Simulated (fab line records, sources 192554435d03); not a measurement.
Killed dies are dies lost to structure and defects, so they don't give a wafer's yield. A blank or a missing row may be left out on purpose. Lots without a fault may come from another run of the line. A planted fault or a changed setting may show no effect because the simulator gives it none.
Chamber matching | flow n5_finfet | N5_PASSIVATION_STRIP_14 on rie_diel-02: 4 sister chambers
The step strips in O2. 4 wafers are shown with their chamber, then 8 later ones without.

WAFERS WITH THEIR CHAMBER
wafer  | chamber | throttle_valve_pct (%)
L085.3 | 3       | 17.1
L085.5 | 2       | 16.1
L085.6 | 1       | 16.5
L087.2 | 0       | 17.1

WAFERS WITHOUT THEIR CHAMBER
wafer  | throttle_valve_pct (%)
L087.4 | 16.5
L087.6 | 16.1
L086.1 | 16.1
L086.2 | 17.1
L086.5 | 17.1
L094.4 | 17.1
L094.5 | 17.1
L094.6 | 17.0

WHICH CHAMBER EACH WENT THROUGH
wafer  | from the rows above     | in truth
L087.4 | 1                       | 1
L087.6 | 2                       | 2
L086.1 | 2                       | 2
L086.2 | can't be placed: 0 or 3 | 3
L086.5 | can't be placed: 0 or 3 | 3
L094.4 | can't be placed: 0 or 3 | 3
L094.5 | can't be placed: 0 or 3 | 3
L094.6 | can't be placed: 0 or 3 | 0
Placed correctly: 3 of 8. Can't be placed from these rows: 5 (the true chamber is among the candidates in 5). Placed wrongly: 0.
How it was worked out, from the rows above alone: a wafer's distance from a chamber is the root of the sum, over the readings, of the square of ((its reading less the chamber's mean) divided by the reading's scatter). The wafer belongs to the nearest chamber; if the next one is less than 2 further off, it can't be placed. A chamber's mean is the mean of its shown wafers. The scatter: with one shown wafer a chamber, the root of the mean of the squares of how far each hidden wafer lies from its nearest shown one.
